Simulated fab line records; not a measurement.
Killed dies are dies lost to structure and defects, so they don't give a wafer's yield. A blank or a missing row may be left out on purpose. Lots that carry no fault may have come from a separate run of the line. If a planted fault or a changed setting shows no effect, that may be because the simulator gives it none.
Chamber matching / flow nandHarc / NHARC_A_STAIRCASE_ALD_415 on aldHk-02: 4 sister chambers
The step deposits SiO2, target thk 30 nm, pulse time 6 s, ald cycles 300. 4 wafers are shown with their chamber, then 8 later ones without.

WAFERS WITH THEIR CHAMBER
wafer=L088.6; chamber=1; heaterPowerW (W)=375
wafer=L087.4; chamber=0; heaterPowerW (W)=467
wafer=L087.6; chamber=2; heaterPowerW (W)=446
wafer=L090.2; chamber=3; heaterPowerW (W)=534

WAFERS WITHOUT THEIR CHAMBER
wafer=L090.4; heaterPowerW (W)=443
wafer=L090.5; heaterPowerW (W)=470
wafer=L090.1; heaterPowerW (W)=379
wafer=L090.3; heaterPowerW (W)=464
wafer=L090.6; heaterPowerW (W)=531
wafer=L093.1; heaterPowerW (W)=542
wafer=L093.2; heaterPowerW (W)=454
wafer=L093.3; heaterPowerW (W)=389

THE CHAMBER EACH PASSED THROUGH
wafer=L090.4; from the rows above=2; in truth=2
wafer=L090.5; from the rows above=0; in truth=0
wafer=L090.1; from the rows above=1; in truth=1
wafer=L090.3; from the rows above=0; in truth=0
wafer=L090.6; from the rows above=3; in truth=3
wafer=L093.1; from the rows above=3; in truth=3
wafer=L093.2; from the rows above=can't be placed: 2 or 0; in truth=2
wafer=L093.3; from the rows above=1; in truth=1
Placed correctly: 7 of 8. Unplaceable from these rows: 1, with the true chamber sitting among the candidates in 1. Placed wrongly: 0.
How it was worked out, from the rows above alone: a wafer's distance from a chamber is the root of the sum, over the readings, of the square of ((its reading less the chamber's mean) divided by the reading's scatter). If the next closest chamber is less than 2 further off than the closest, the wafer can't be placed; otherwise it belongs to the closest. For every chamber, the mean is computed from those of its wafers that are shown. The scatter: with one shown wafer a chamber, the root of the mean of the squares of how far each hidden wafer lies from its nearest shown one.
